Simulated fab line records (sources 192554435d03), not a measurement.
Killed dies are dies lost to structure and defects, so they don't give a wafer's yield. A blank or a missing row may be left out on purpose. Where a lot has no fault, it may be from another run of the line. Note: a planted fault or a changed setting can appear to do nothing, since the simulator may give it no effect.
Chamber matching | flow n5_finfet | N5_BEOL_M0_SAQP_PECVD_96 on pecvd-02 has 3 sister chambers
The step deposits a-Si from SiH4/He, target thk 45 nm, time 45.2 s. 20 wafers are shown with their chamber, then 10 later ones without.

WAFERS PAIRED WITH THEIR CHAMBERS
wafer  | chamber | showerhead_plenum_p_Torr (Torr) | throttle_valve_pct (%) | heater_power_w (W)
L077.1 | 0       | 5.73                            | 18.0                   | 638
L077.2 | 2       | 5.67                            | 17.6                   | 659
L077.3 | 1       | 5.73                            | 17.5                   | 585
L077.4 | 1       | 5.71                            | 17.5                   | 584
L077.5 | 0       | 5.72                            | 18.4                   | 642
L077.6 | 2       | 5.65                            | 17.5                   | 665
L078.1 | 1       | 5.73                            | 17.3                   | 547
L078.2 | 2       | 5.66                            | 17.8                   | 688
L078.5 | 2       | 5.66                            | 17.8                   | 659
L080.1 | 1       | 5.72                            | 17.3                   | 520
L080.3 | 2       | 5.65                            | 17.7                   | 557
L080.5 | 2       | 5.66                            | 17.9                   | 564
L086.1 | 2       | 5.67                            | 17.9                   | 659
L086.3 | 1       | 5.72                            | 17.5                   | 541
L086.5 | 0       | 5.73                            | 18.7                   | 686
L090.3 | 2       | 5.66                            | 17.8                   | 614
L090.5 | 2       | 5.67                            | 17.9                   | 616
L090.6 | 0       | 5.73                            | 18.3                   | 709
L091.1 | 2       | 5.67                            | 17.7                   | 635
L091.4 | 1       | 5.73                            | 17.5                   | 545

SIGNATURES (means of the wafers above)
reading                  | chamber 0 | chamber 1 | chamber 2 | scatter within a chamber
showerhead_plenum_p_Torr | 5.7275    | 5.7233    | 5.6620    | 0.00755
throttle_valve_pct       | 18.350    | 17.433    | 17.760    | 0.166
heater_power_w           | 668.75    | 553.67    | 631.60    | 37.7
Rule: distance of a wafer from a chamber = root of the sum over the readings of ((wafer's reading minus chamber's mean) / reading's scatter) squared. If the next closest chamber is less than 2 further off than the closest, the wafer can't be placed; otherwise it belongs to the closest. The scatter: the root of (the sum of the squares of (reading less its chamber's mean) over the shown wafers, divided by (wafers less chambers)).

WAFERS WITH NO CHAMBER GIVEN
wafer  | showerhead_plenum_p_Torr (Torr) | throttle_valve_pct (%) | heater_power_w (W)
L091.5 | 5.67                            | 18.1                   | 606
L092.4 | 5.73                            | 17.4                   | 601
L092.5 | 5.74                            | 18.6                   | 651
L092.6 | 5.67                            | 17.8                   | 673
L097.1 | 5.66                            | 17.9                   | 569
L097.3 | 5.73                            | 18.8                   | 701
L097.5 | 5.65                            | 17.8                   | 577
L096.1 | 5.74                            | 18.6                   | 706
L096.5 | 5.72                            | 17.6                   | 579
L096.6 | 5.73                            | 18.7                   | 693

THE CHAMBER EACH PASSED THROUGH
wafer  | from the rows above | in truth
L091.5 | 2                   | 2
L092.4 | 1                   | 1
L092.5 | 0                   | 0
L092.6 | 2                   | 2
L097.1 | 2                   | 2
L097.3 | 0                   | 0
L097.5 | 2                   | 2
L096.1 | 0                   | 0
L096.5 | 1                   | 1
L096.6 | 0                   | 0
Correct placement for 10 of the 10. Not placeable from these rows: 0. Number placed wrongly: 0.
